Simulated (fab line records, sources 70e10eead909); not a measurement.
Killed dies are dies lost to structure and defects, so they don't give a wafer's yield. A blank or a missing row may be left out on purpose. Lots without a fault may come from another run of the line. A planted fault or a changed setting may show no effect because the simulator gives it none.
Chamber matching | flow nand_harc | NHARC_A_CONTACT_ETCH_91 on rie_diel-09: 4 sister chambers
The step etches the open film in CH3F/O2, target depth 40 nm, time 85.7 s. 4 wafers are shown with their chamber, then 12 later ones without.

WAFERS WITH THEIR CHAMBER
wafer  | chamber | showerhead_plenum_p_Torr (Torr)
L089.2 | 3       | 2.59
L088.1 | 0       | 2.28
L088.3 | 1       | 2.49
L088.4 | 2       | 2.28

WAFERS WITHOUT THEIR CHAMBER
wafer  | showerhead_plenum_p_Torr (Torr)
L091.1 | 2.28
L091.3 | 2.59
L091.4 | 2.49
L092.1 | 2.27
L092.4 | 2.48
L092.6 | 2.28
L094.3 | 2.27
L094.4 | 2.28
L094.5 | 2.27
L095.2 | 2.27
L095.4 | 2.28
L095.6 | 2.48

WHICH CHAMBER EACH WENT THROUGH
wafer  | from the rows above     | in truth
L091.1 | can't be placed: 0 or 2 | 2
L091.3 | 3                       | 3
L091.4 | 1                       | 1
L092.1 | can't be placed: 0 or 2 | 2
L092.4 | 1                       | 1
L092.6 | can't be placed: 0 or 2 | 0
L094.3 | can't be placed: 0 or 2 | 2
L094.4 | can't be placed: 0 or 2 | 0
L094.5 | can't be placed: 0 or 2 | 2
L095.2 | can't be placed: 0 or 2 | 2
L095.4 | can't be placed: 0 or 2 | 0
L095.6 | 1                       | 1
Placed correctly: 4 of 12. Can't be placed from these rows: 8 (the true chamber is among the candidates in 8). Placed wrongly: 0.
How it was worked out, from the rows above alone: a wafer's distance from a chamber is the root of the sum, over the readings, of the square of ((its reading less the chamber's mean) divided by the reading's scatter). The wafer belongs to the nearest chamber; if the next one is less than 2 further off, it can't be placed. A chamber's mean is the mean of its shown wafers. The scatter: with one shown wafer a chamber, the root of the mean of the squares of how far each hidden wafer lies from its nearest shown one.
